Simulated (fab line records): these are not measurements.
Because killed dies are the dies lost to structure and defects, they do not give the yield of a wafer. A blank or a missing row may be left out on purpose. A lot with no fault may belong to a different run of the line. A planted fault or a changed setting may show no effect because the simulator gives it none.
Which tool was responsible? ; flow n5 finfet ; 29 wafers sampled from 11 lots at 1 step of a route of 1938

== WHAT THE GAUGES READ, wafer by wafer ==
N5_SD_EPI_P_INSPECT_26: inspects for defects (darkfield).
lot;measured;on;raw defect count
L177;day 3 15:45;defect inspect-01;199 157
L180;day 4 11:41;defect inspect-02;194 185 178
L181;day 4 14:55;defect inspect-02;234 183 162
L182;day 4 21:08;defect inspect-01;182 167 191
L183;day 5 04:16;defect inspect-01;277 164
L186;day 5 22:16;defect inspect-02;190 187 178
L187;day 6 03:35;defect inspect-02;189 133 158
L191;day 7 04:40;defect inspect-01;117 195
L194;day 7 22:46;defect inspect-02;161 181
L195;day 8 06:29;defect inspect-01;176 244 189
L199;day 9 06:23;defect inspect-01;180 156 144

== WHAT TOOL EACH LOT RAN ON (gives the tool, then ch and the chambers of the sampled wafers, and finally the start) ==
The record shows no process step preceding these readings.

== THE ANSWER, worked out from the rows above alone ==
Rule: usual is defined by the lots themselves. Put in order of their means at a reading, lots are off if they are a third of the lots or fewer, leave a main group of 4 or more, and stand apart from it by a gap of 3 or more times the standard deviation of the main group's means; of several such gaps the widest counts. A main group is skipped when, at the precision printed for the reading in the tables above, its means are all equal. A lot without any number at a reading at which 4 lots or more have one is off too. The other lots that the step has rows for count as sound.
Nothing can be told from this: no lot is off at any reading shown.

== WHAT THE SIMULATOR HAD PUT IN ==
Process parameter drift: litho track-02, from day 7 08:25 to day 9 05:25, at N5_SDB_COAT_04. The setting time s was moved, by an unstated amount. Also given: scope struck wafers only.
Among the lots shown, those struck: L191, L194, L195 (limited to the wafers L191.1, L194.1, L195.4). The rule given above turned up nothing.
